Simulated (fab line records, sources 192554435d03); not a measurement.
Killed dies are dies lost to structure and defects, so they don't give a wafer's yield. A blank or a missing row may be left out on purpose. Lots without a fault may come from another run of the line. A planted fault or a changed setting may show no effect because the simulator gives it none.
Problem report in the 8D (eight disciplines) form, filled by code | flow n5_finfet | the parts of the form that need people (team, actions taken, sign-off) are left out

1. THE PROBLEM
dose_ions_cm2 at N5_WELL_APT_IMPLANT_14 reads a mean of 2.0335e+13 on 6 wafers of 2 lots; wafers without a fault read 1.4997e+13 with a standard deviation of 1.5e+10. That is +99 or more standard deviations from the usual mean.
First seen on wafer L461.1, day 4 13:55, on implanter-02. The record holds 17 wafers of 6 lots with a number at this step. Rule for "out", or "out of limits": more than 4 standard deviations from the usual mean. The other wafers with a number count as sound.

2. WHAT IT IS AND WHAT IT IS NOT
question                    | is                                | is not
which readings at this step | dose_ions_cm2, faraday_current_uA | -
which lots                  | L461, L463                        | L450, L454, L466, L472
which wafers of those lots  | all that have a number            | -
read on which tools         | implanter-02                      | implanter-01
when                        | from day 4 13:55                  | up to then (6 sound wafers); but 5 sound wafers of L466, L472 came after

3. SUSPECTS, AND WHAT RULES EACH OUT
Counting: a tool at a process step up to the reading stays a suspect if it ran every lot that is out and no sound lot after the first of them.
- implanter-02 at N5_WELL_APT_IMPLANT_14: ruled out as a lasting fault. Sound lots L472 ran on it after its first lot that is out, L461 (day 4 13:55).
Left after counting: nothing in the record.

4. THE CAUSE (what the simulator had put in)
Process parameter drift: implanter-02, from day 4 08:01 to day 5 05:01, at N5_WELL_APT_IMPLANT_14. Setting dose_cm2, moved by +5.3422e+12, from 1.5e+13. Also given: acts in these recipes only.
Counting ruled it out, wrongly.

5. THE CHAIN OF EFFECTS, in route order
Each row: a reading whose mean over the struck wafers that have a number lies more than 3 standard deviations from the usual. Only readings for which the record gives a usual standard deviation are gone through. hours: the time from each lot's start at the first step in this table that gives one to its start at this step, as a median over the lots. sigmas: the change in usual standard deviations.
hours | step                   | reading            | usual      | on struck wafers | change      | sigmas
0     | N5_WELL_APT_IMPLANT_14 | dose_ions_cm2      | 1.4997e+13 | 2.0335e+13       | +5.3382e+12 | +99 or more
0     | N5_WELL_APT_IMPLANT_14 | faraday_current_uA | 191        | 258              | +67         | +18
The process steps in it:
- N5_WELL_APT_IMPLANT_14

6. WHAT WOULD HAVE CAUGHT IT SOONER
In this record the first reading out of limits was taken at day 4 13:55, 6 hours after the fault began at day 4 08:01.
